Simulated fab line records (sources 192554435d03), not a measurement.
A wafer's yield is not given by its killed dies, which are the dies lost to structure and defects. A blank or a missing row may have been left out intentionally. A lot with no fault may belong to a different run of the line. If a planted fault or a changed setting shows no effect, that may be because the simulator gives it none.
The tool behind it: which one? ; flow n5Finfet ; 10 lots with 26 wafers sampled at 5 steps, on a route of 1938 steps

== WHAT EACH GAUGE READ, for each wafer ==
N5_BEOL_M4_RC_MEAS_101. Usual: DIBL_N 36.2 mV/V, standard deviation 2.2; DIBL_P 36.5 mV/V, standard deviation 3; IOFF_N 0.16 nA/um, standard deviation 0.039; IOFF_P 0.22 nA/um, standard deviation 0.047; ION_N 675 uA/um, standard deviation 15; ION_P 463 uA/um, standard deviation 10; SS_N 71.6 mV/dec, standard deviation 0.71; SS_P 73.4 mV/dec, standard deviation 0.94; VT_N 250 mV, standard deviation 3.6; VT_P -250 mV, standard deviation 3.9.
lot;measured;on;DIBL_N (mV/V);DIBL_P (mV/V);IOFF_N (nA/um);IOFF_P (nA/um);ION_N (uA/um);ION_P (uA/um);SS_N (mV/dec);SS_P (mV/dec);VT_N (mV);VT_P (mV);flag
L420;day 8 07:55;prober-02;35.7 41.1 35.3;35.8 42.1 35.4;0.14 0.26 0.14;0.18 0.29 0.18;669 694 658;452 470 455;71.3 73.5 71.3;74.0 75.4 73.2;251 245 252;-253 -249 -255;
L421;day 9 02:36;prober-02;35.1 35.4 32.2;35.7 37.1 32.7;0.14 0.15 0.10;0.18 0.21 0.16;664 678 650;451 468 450;71.3 71.5 70.5;73.3 73.0 72.2;253 250 257;-254 -250 -253;
L432;day 12 10:34;prober-01;39.0 39.0;37.4 38.4;0.17 0.19;0.22 0.25;673 692;453 470;72.1 71.7;74.3 74.8;249 248;-251 -249;
L433;day 12 08:26;prober-02;36.4 36.7 33.9;37.1 37.5 33.5;0.15 0.15 0.12;0.20 0.21 0.16;681 680 657;471 474 453;71.8 71.8 70.7;73.2 73.5 72.0;253 252 254;-250 -250 -253;
L435;day 12 21:07;prober-02;35.0 40.5;32.9 40.7;0.14 0.26;0.19 0.32;659 702;457 479;71.0 73.5;71.6 74.1;251 244;-249 -242;
L438;day 13 01:31;prober-01;37.0 37.9;38.9 40.3;0.16 0.17;0.22 0.23;673 672;455 460;71.2 72.0;73.2 73.9;251 251;-252 -250;
L439;day 14 05:14;prober-02;42.3 34.6;42.9 33.3;0.26 0.12;0.34 0.16;684 661;467 457;72.5 70.7;76.7 73.3;247 254;-246 -255;

== WHICH TOOL RAN EACH LOT (tool, then ch and the chambers of the sampled wafers, then the start) ==
lot;N5_HKMG_FIN_ETCH_31;N5_HKMG_FIN_ETCH_32;N5_HKMG_FIN_WET_ETCH_87;N5_HKMG_FIN_STRIP_88
L420;rieDiel-02 ch 0,1, day 4 19:49;rieDiel-02 ch 0,1, day 4 19:52;wetBench-06 ch 0,5,6, day 4 21:16;plasmaAsher-01 ch 0,1, day 4 21:29
L421;rieDiel-04 ch 1,2,3, day 5 05:25;rieDiel-04 ch 1,2,3, day 5 05:29;wetBench-06 ch 0,6,7, day 5 06:52;plasmaAsher-01 ch 0,1, day 5 06:58
L422;rieDiel-02 ch 0,3, day 5 10:55;rieDiel-02 ch 0,3, day 5 10:59;wetBench-01 ch 0,1,6, day 5 12:24;plasmaAsher-01 ch 0,1, day 5 12:29
L423;rieDiel-04 ch 0,2,3, day 5 12:54;rieDiel-04 ch 0,2,3, day 5 12:58;wetBench-06 ch 3,5,6, day 5 14:21;plasmaAsher-02 ch 0,1, day 5 14:26
L424;rieDiel-02 ch 1,2,3, day 5 22:19;rieDiel-02 ch 1,2,3, day 5 22:23;wetBench-01 ch 0,1,7, day 5 23:46;plasmaAsher-01 ch 0, day 5 23:52
L432;rieDiel-04 ch 1, day 7 20:40;rieDiel-04 ch 1, day 7 20:44;wetBench-01 ch 1,3, day 7 22:07;plasmaAsher-02 ch 0,1, day 7 22:20
L433;rieDiel-02 ch 1,2,3, day 8 04:45;rieDiel-02 ch 1,2,3, day 8 04:49;wetBench-04 ch 1,3,7, day 8 06:16;plasmaAsher-01 ch 0,1, day 8 06:28
L435;rieDiel-04 ch 0,1, day 8 16:20;rieDiel-04 ch 0,1, day 8 16:24;wetBench-01 ch 4,6, day 8 17:57;plasmaAsher-02 ch 0,1, day 8 18:02
L438;rieDiel-01 ch 1,3, day 9 10:22;rieDiel-01 ch 1,3, day 9 10:25;wetBench-01 ch 5,6, day 9 11:49;plasmaAsher-01 ch 1, day 9 12:01
L439;rieDiel-02 ch 1,2, day 9 15:46;rieDiel-02 ch 1,2, day 9 15:50;wetBench-06 ch 1,5, day 9 17:16;plasmaAsher-01 ch 1, day 9 17:25
- N5_HKMG_FIN_ETCH_31: etches SiARC in CF4, target depth 45.5 nm, time 75.8 s.
- N5_HKMG_FIN_ETCH_32: etches SOC in N2/H2, target depth 240 nm, time 300 s.
- N5_HKMG_FIN_WET_ETCH_87: etches TiN in SC1, time 154.2 s, target depth 4.7 nm, rinse time 30 s.
- N5_HKMG_FIN_STRIP_88: strips in N2/H2, time 360 s.

== AS READ BY THE TOOLS THEMSELVES (means over the sampled wafers that have a number; for cases with no such wafer, the mark the record gives instead) ==
N5_HKMG_FIN_ETCH_31. Usual: biasW 36.01 W, standard deviation 0.11; cf4FlowSccm 100.0 sccm, standard deviation 0.31; drypumpMotorCurrentA 5.6 A, standard deviation 0.46; etchRfOnTimeS 75.9 s, standard deviation 2.6; oesProductAu 0.69 a.u., standard deviation 0.085; rfVppV 184.1 V, standard deviation 1; showerheadPlenumPTorr 2.14 Torr, standard deviation 0.059; throttleValvePct 15.5 %, standard deviation 0.34.
lot;tool;biasW (W);cf4FlowSccm (sccm);drypumpMotorCurrentA (A);etchRfOnTimeS (s);oesProductAu (a.u.);rfVppV (V);showerheadPlenumPTorr (Torr);throttleValvePct (%);flag
L420;rieDiel-02;35.98;99.9;5.9;74.1;0.65;183.1;2.10;15.8;
L421;rieDiel-04;36.03;100.2;5.2;73.9;0.66;183.8;2.15;15.6;
L422;rieDiel-02;35.95;100.0;6.1;77.1;0.61;183.7;2.12;15.9;
L423;rieDiel-04;36.08;100.1;5.5;73.0;0.66;184.7;2.17;15.7;
L424;rieDiel-02;36.01;100.0;5.9;78.9;0.70;183.8;2.11;15.3;
L432;rieDiel-04;35.94;100.4;5.2;75.4;0.80;185.9;2.29;15.4;
L433;rieDiel-02;36.06;100.1;5.9;79.0;0.68;183.9;2.10;15.3;
L435;rieDiel-04;35.93;99.6;5.5;76.3;0.79;184.6;2.19;15.4;
L438;rieDiel-01;36.10;100.0;5.2;75.6;0.72;184.1;2.17;15.1;
L439;rieDiel-02;36.06;100.3;5.8;77.3;0.70;182.6;2.09;15.1;

N5_HKMG_FIN_ETCH_32. Usual: for biasW, 149.9 W with a standard deviation of 0.47; for chamberPressureMTorr, 30.000 mTorr with a standard deviation of 0.027; for drypumpMotorCurrentA, 5.6 A with a standard deviation of 0.46; for oesProductAu, 0.80 a.u. with a standard deviation of 0.099; for rfVppV, 523.9 V with a standard deviation of 2; for showerheadPlenumPTorr, 2.54 Torr with a standard deviation of 0.078; for throttleValvePct, 17.73 % with a standard deviation of 0.24.
lot;tool;biasW (W);chamberPressureMTorr (mTorr);drypumpMotorCurrentA (A);oesProductAu (a.u.);rfVppV (V);showerheadPlenumPTorr (Torr);throttleValvePct (%);flag
L420;rieDiel-02;149.8;29.967;5.9;0.76;523.3;2.48;17.99;
L421;rieDiel-04;149.9;29.984;5.2;0.78;524.1;2.55;17.96;
L422;rieDiel-02;149.7;29.977;6.1;0.71;523.4;2.50;18.00;
L423;rieDiel-04;150.2;30.017;5.5;0.77;525.1;2.57;17.87;
L424;rieDiel-02;150.1;30.012;5.9;0.82;522.3;2.50;17.53;
L432;rieDiel-04;149.8;30.005;5.2;0.92;528.5;2.74;17.66;
L433;rieDiel-02;150.1;30.025;5.9;0.80;522.2;2.49;17.56;
L435;rieDiel-04;149.6;30.034;5.6;0.93;526.2;2.60;17.64;
L438;rieDiel-01;149.9;30.005;5.2;0.84;524.5;2.58;17.44;
L439;rieDiel-02;149.5;30.003;5.8;0.82;522.7;2.48;17.44;

N5_HKMG_FIN_WET_ETCH_87. Usual: bathGuardTempC 49.9 C, standard deviation 0.65; bathHeatDutyPct 6.9 %, standard deviation 0.88.
lot;tool;bathGuardTempC (C);bathHeatDutyPct (%);flag
L420;wetBench-06;49.9;5.8;
L421;wetBench-06;49.9;7.1;
L422;wetBench-01;-;-;OFF
L423;wetBench-06;-;-;OFF
L424;wetBench-01;-;-;OFF
L432;wetBench-01;49.4;7.5;
L433;wetBench-04;49.9;7.6;
L435;wetBench-01;49.9;6.8;
L438;wetBench-01;49.6;6.5;
L439;wetBench-06;50.2;7.0;

N5_HKMG_FIN_STRIP_88. Usual: drypumpMotorCurrentA 6.0 A, standard deviation 0.6; heaterPowerW 459 W, standard deviation 19.
lot;tool;drypumpMotorCurrentA (A);heaterPowerW (W);flag
L420;plasmaAsher-01;6.3;460;
L421;plasmaAsher-01;6.2;472;
L422;plasmaAsher-01;6.2;463;
L423;plasmaAsher-02;6.0;437;
L424;plasmaAsher-01;6.4;472;
L432;plasmaAsher-02;5.8;455;
L433;plasmaAsher-01;6.3;471;
L435;plasmaAsher-02;5.8;454;
L438;plasmaAsher-01;6.1;458;
L439;plasmaAsher-01;6.1;454;

== THE ANSWER, worked out from the rows above alone ==
Rule: take the mean of a lot's wafers that have a number; if it is more than 3 standard deviations from the usual mean, the lot is off. A lot without any number at a reading at which 4 lots or more have one is off too. All remaining lots with rows at the step are treated as sound. The gauges are gone through in route order, then the tools' own readings, and for those a lot's mean is taken as printed above. At the first step where some lot is off, the reading lying furthest off is the one used; lots without a number count as furthest.
Off, at N5_HKMG_FIN_WET_ETCH_87 on bathGuardTempC: L422, L423, L424. Without a number there: L422, L423, L424.
If a tool, at that step or one of the process steps before it, ran each lot that is off and ran no sound lot following the first of them, it fits. Not one of the candidates tried fits.

== WHAT WAS PUT IN BY THE SIMULATOR ==
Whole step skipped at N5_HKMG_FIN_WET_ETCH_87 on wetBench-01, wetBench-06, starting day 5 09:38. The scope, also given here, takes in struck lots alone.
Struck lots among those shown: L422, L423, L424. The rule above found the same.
